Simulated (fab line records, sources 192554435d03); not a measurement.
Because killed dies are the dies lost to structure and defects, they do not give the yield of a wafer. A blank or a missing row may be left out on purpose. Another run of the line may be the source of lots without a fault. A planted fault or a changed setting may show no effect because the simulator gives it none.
A lot that was struck, set against a sound lot | flow n5Finfet | 37 out of 1938 route steps
Sound: the wafers L726.2, L726.5, L726.6. Struck: wafers L719.2, L719.4, L719.6. The cause comes at the end.
Order at every step that has rows: each side's tool, ch and its chambers, its first start. Under that, the readings that differ: sound wafers | struck wafers | difference of the means | sigmas: that difference in standard deviations of wafers without a fault.
alike: readings with means less than 2 such deviations apart, plus words and numbers identical on both sides. not compared: withheld readings, readings lacking a value on some wafer, bounds such as >300 that could conceal the same value, and numbers that have no deviation in the record and whose values overlap.
A row with sigmas, a row that says differs or no value, or rows on one side alone: a step with any of these is where the two part. Non-overlapping numbers with no deviation appear without sigmas and do not part them. A reading that every wafer of one side lacks parts them only if that side has two wafers or more.

first, 9 steps without rows for these wafers: N5_WELL_APT_DESCUM_30 (chemistry O2, time 7.9 s); N5_WELL_APT_IMPLANT_31; N5_WELL_APT_IMPLANT_32; N5_WELL_APT_STRIP_33 (strips in SPM, time 900 s); N5_WELL_APT_RTA_34 (time 10 s); N5_WELL_APT_OXIDE_STRIP_42 (strips SiO2 in dHF, time 45 s, target depth 12 nm); N5_WELL_APT_PRECLEAN_36 (cleans in O3/DIW, time 45 s); N5_WELL_APT_PRECLEAN_39 (cleans in dHF, time 60 s); N5_WELL_APT_SRD_37 (time 30 s).
N5_WELL_APT_EPI_41: deposits Si from SiH4/H2, target thk 50 nm, time 297.7 s.
  sound on epiRpcvd-04 ch 0, day 4 16:09; struck on epiRpcvd-01 ch 0, day 2 22:26
reading                                | sound             | struck           | difference | sigmas
model.Si_of_WELL_APT_EPI_41.thkNm (nm) | 50.54 49.81 49.55 | 56.33 56.2 55.08 | +5.90      | 
  alike: throttleValvePct
then, 24 steps without rows for these wafers: N5_PMOS_HMC_CHANNEL_EPI_HM_DEP_34 (deposits SiO2 from TEOS/O2, target thk 36 nm, time 6.9 s); N5_PMOS_HMC_CHANNEL_EPI_COAT_31 (time 60 s, resist thk 66 nm); N5_PMOS_HMC_CHANNEL_EPI_COAT_03 (resist thk 205 nm); N5_PMOS_HMC_CHANNEL_EPI_EBR_05; N5_PMOS_HMC_CHANNEL_EPI_SOFTBAKE_04 (time 60 s); N5_PMOS_HMC_CHANNEL_EPI_EXPOSE_06 (exposes mask PMOS HMC BLK, target cd 240 nm); N5_PMOS_HMC_CHANNEL_EPI_PEB_07 (peb time 60 s); N5_PMOS_HMC_CHANNEL_EPI_DEVELOP_08 (develop time 30 s); N5_PMOS_HMC_CHANNEL_EPI_DESCUM_14 (chemistry O2, time 7.9 s); N5_PMOS_HMC_CHANNEL_EPI_ETCH_32 (etches BARC in N2/H2, stops on SiO2, target depth 85.8 nm, time 50.3 s); N5_PMOS_HMC_CHANNEL_EPI_HM_OPEN_15 (chemistry CHF3/O2, target SiO2, target depth 40.6 nm, time 20.3 s); N5_PMOS_HMC_CHANNEL_EPI_STRIP_33 (strips in N2/H2); N5_PMOS_HMC_CHANNEL_EPI_STRIP_17 (strips in SPM, time 750 s); N5_PMOS_HMC_CHANNEL_EPI_ETCH_38 (etches SiO2 in CF4, target depth 1.5 nm); N5_PMOS_HMC_CHANNEL_EPI_FIN_RECESS_16 (chemistry HBr/Cl2, target Si, target depth 54 nm, time 18 s); N5_PMOS_HMC_CHANNEL_EPI_PRECLEAN_36 (cleans in O3/DIW, time 45 s); N5_PMOS_HMC_CHANNEL_EPI_PRECLEAN_18 (cleans in DHF, time 30 s); N5_PMOS_HMC_CHANNEL_EPI_SRD_19 (time 30 s); N5_PMOS_HMC_CHANNEL_EPI_EPI_20 (deposits SiGe30, target thk 59 nm); N5_PMOS_HMC_CHANNEL_EPI_HM_STRIP_35 (strips SiO2 in dHF, material SiO2, target depth 39.6 nm, time 216 s); N5_PMOS_HMC_CHANNEL_EPI_SRD_39 (time 30 s); N5_PMOS_HMC_CHANNEL_EPI_CMP_21 (polishes SiGe30, target thk 54 nm); N5_PMOS_HMC_CHANNEL_EPI_PRECLEAN_40 (cleans in DHF, time 30 s); N5_PMOS_HMC_CHANNEL_EPI_PRECLEAN_37 (cleans in O3/DIW, time 45 s).
N5_SD_EPI_N_STRIP_18: strips in SPM, time 750 s.
  sound on wetBench-02 ch 2,5,6, day 6 06:08; struck on wetBench-03 ch 0,3,7, day 4 07:01
reading                                | sound       | struck         | difference | sigmas
model.Si_of_WELL_APT_EPI_41.thkNm (nm) | 8.4 7.4 8.6 | 14.4 14.8 13.6 | +6.1       | 
-- a jump in the record: the struck wafers' starts before and after are 5 days apart (it breaks off in module SD_EPI_N and resumes in module BEOL_M4, where the first step shown is number 1111 of the route) --
N5_BEOL_M4_RC_MEAS_101:
  sound on prober-02 ch 0, day 11 00:51; struck on prober-02 ch 0, day 9 06:42
reading           | sound          | struck         | difference | sigmas
CJ_N              | 4.31 4.38 4.19 | 3.60 3.52 3.50 | -0.75      | -9
RS_PWELL (ohm/sq) | 3009 3006 3040 | 2924 2895 2921 | -105       | -4
SS_N (mV/dec)     | 71.4 70.9 71.1 | 72.7 71.8 72.4 | +1.2       | +2
  alike: DIBL_N, DIBL_P, IOFF_N, IOFF_P, ION_N, ION_P, SS_P, VT_N, VT_P
-- the record jumps here: 5 days lie between the struck wafers' starts before and after (it left off in module BEOL_M4 and takes up again in module PASSIVATION, whose first step shown is number 1936 of the route) --
N5_PASSIVATION_PROBE_49:
  sound on prober-01 at day 15 08:03; struck on prober-01 at day 13 23:58
  alike: defectLimitedYield, killed_at_M0_to_M3, killed_at_M4_up, killedAtContacts, killedAtFrontEnd, killedAtOther, killedDies, killedOpen, killedShort, sort_bin_5_function, sort_bin_6_memory, sortNPass, sortYieldPct

== WHERE THEY PART ==
Only at N5_BEOL_M4_RC_MEAS_101, within this record. Later steps at which nothing parts them and some readings are alike: N5_PASSIVATION_PROBE_49.

WHY: what had been put in by the simulator
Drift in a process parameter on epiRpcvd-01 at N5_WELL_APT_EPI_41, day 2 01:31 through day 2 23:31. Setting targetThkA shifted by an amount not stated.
